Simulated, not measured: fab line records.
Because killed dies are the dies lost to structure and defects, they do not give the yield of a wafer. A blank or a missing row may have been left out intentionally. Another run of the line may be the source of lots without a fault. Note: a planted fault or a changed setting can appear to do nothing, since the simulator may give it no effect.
Which tool did it? | flow n5 finfet | route of 1938 steps, sampled at 1 step: 24 lots, 72 wafers

== WHAT EACH GAUGE READ, for each wafer ==
N5_BEOL_M6_CD_MEAS_35: target cd 40 nm, target cd y 28 nm.
lot  | measured     | on        | cd nm (nm)
L074 | day 8 12:09  | cd sem-02 | 40.2 40.1 39.1
L075 | day 8 20:33  | cd sem-02 | 41.2 39.8 40.7
L076 | day 9 07:14  | cd sem-03 | 40.9 39.9 39.7
L077 | day 9 07:32  | cd sem-03 | 40.3 38.6 40.7
L078 | day 9 09:44  | cd sem-03 | 41.2 40.6 40.5
L079 | day 9 12:29  | cd sem-02 | 38.6 40.8 39.8
L080 | day 9 16:04  | cd sem-01 | 39.7 39.9 38.9
L081 | day 10 12:15 | cd sem-02 | 41.0 40.6 39.3
L082 | day 10 21:22 | cd sem-03 | 40.3 40.3 39.9
L084 | day 11 00:38 | cd sem-02 | 40.2 41.1 41.5
L085 | day 11 05:18 | cd sem-01 | 39.8 38.9 38.3
L083 | day 11 07:20 | cd sem-03 | 40.1 40.9 40.9
L088 | day 11 22:37 | cd sem-02 | 39.5 40.7 39.6
L086 | day 11 23:05 | cd sem-01 | 40.7 40.2 40.4
L087 | day 12 00:52 | cd sem-03 | 40.2 40.0 40.1
L089 | day 12 11:37 | cd sem-01 | 39.0 39.3 41.0
L090 | day 12 22:20 | cd sem-01 | 39.9 40.6 40.5
L091 | day 13 02:35 | cd sem-01 | 39.3 40.2 40.3
L092 | day 13 04:50 | cd sem-02 | 39.2 39.6 40.1
L093 | day 13 12:25 | cd sem-02 | 40.1 39.8 39.8
L094 | day 13 14:55 | cd sem-01 | 39.7 39.3 39.4
L095 | day 13 23:58 | cd sem-02 | 41.5 40.1 40.7
L096 | day 14 06:04 | cd sem-01 | 39.1 38.8 40.2
L097 | day 14 06:29 | cd sem-03 | 39.2 40.0 39.6

== EACH LOT AND THE TOOL THAT RAN IT (in order: tool; ch and the chambers of the sampled wafers; start) ==
The record shows no process step preceding these readings.

== AS READ BY THE TOOLS THEMSELVES (means over the sampled wafers that have a number; for cases with no such wafer, the mark the record gives instead) ==
The record holds no such reading with a usual standard deviation.

== THE ANSWER, worked out from the rows above alone ==
Rule: usual is defined by the lots themselves. Put in order of their means at a reading, lots are off if they are a third of the lots or fewer, leave a main group of 4 or more, and stand apart from it by a gap of 3 or more times the standard deviation of the main group's means; of several such gaps the widest counts. If all means in a main group match to the digits the tables above print for the reading, that group is not used. A lot without any number at a reading at which 4 lots or more have one is off too. All remaining lots with rows at the step are treated as sound. After the gauges, taken in route order, come the tools' own readings; for these a lot's mean is taken, as printed above. The first step at which some lot is off is used, and at that step the reading that is off furthest; a lot without a number counts as furthest.
No lot is off at any reading shown: from this, nothing can be told.

== WHAT WAS PUT IN BY THE SIMULATOR ==
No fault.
